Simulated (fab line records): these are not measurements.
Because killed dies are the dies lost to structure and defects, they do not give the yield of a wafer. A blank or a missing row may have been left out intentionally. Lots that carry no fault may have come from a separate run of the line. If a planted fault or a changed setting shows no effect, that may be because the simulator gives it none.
Matching of chambers + flow n5-finfet + 4 sister chambers for N5_BEOL_M9_VIA_ETCH_34 on rie-diel-02
The step etches SiCOH lowk in C4F6/O2, target depth 182.4 nm, time 68.4 s. 4 wafers are shown with their chamber, then 7 later ones without.

## WAFERS PAIRED WITH THEIR CHAMBERS
| wafer  | chamber | rf-vpp-V (V) |
|--------|---------|--------------|
| L092.4 | 3       | 673          |
| L092.5 | 1       | 657          |
| L087.1 | 2       | 652          |
| L087.3 | 0       | 678          |

## WAFERS WITH NO CHAMBER GIVEN
| wafer  | rf-vpp-V (V) |
|--------|--------------|
| L087.5 | 651          |
| L090.1 | 651          |
| L090.4 | 673          |
| L090.6 | 651          |
| L094.2 | 651          |
| L094.5 | 680          |
| L094.6 | 674          |

## THE CHAMBER EACH PASSED THROUGH
| wafer  | from the rows above | in truth |
|--------|---------------------|----------|
| L087.5 | 2                   | 2        |
| L090.1 | 2                   | 2        |
| L090.4 | 3                   | 3        |
| L090.6 | 2                   | 2        |
| L094.2 | 2                   | 2        |
| L094.5 | 0                   | 0        |
| L094.6 | 3                   | 3        |
Correctly placed: 7 of 7. Can't be placed from these rows: 0. Wrongly placed: 0.
How it was worked out, from the rows above alone: a wafer's distance from a chamber is the root of the sum, over the readings, of the square of ((its reading less the chamber's mean) divided by the reading's scatter). The wafer belongs to the nearest chamber; if the next one is less than 2 further off, it can't be placed. For every chamber, the mean is computed from those of its wafers that are shown. The scatter: with one shown wafer a chamber, the root of the mean of the squares of how far each hidden wafer lies from its nearest shown one.
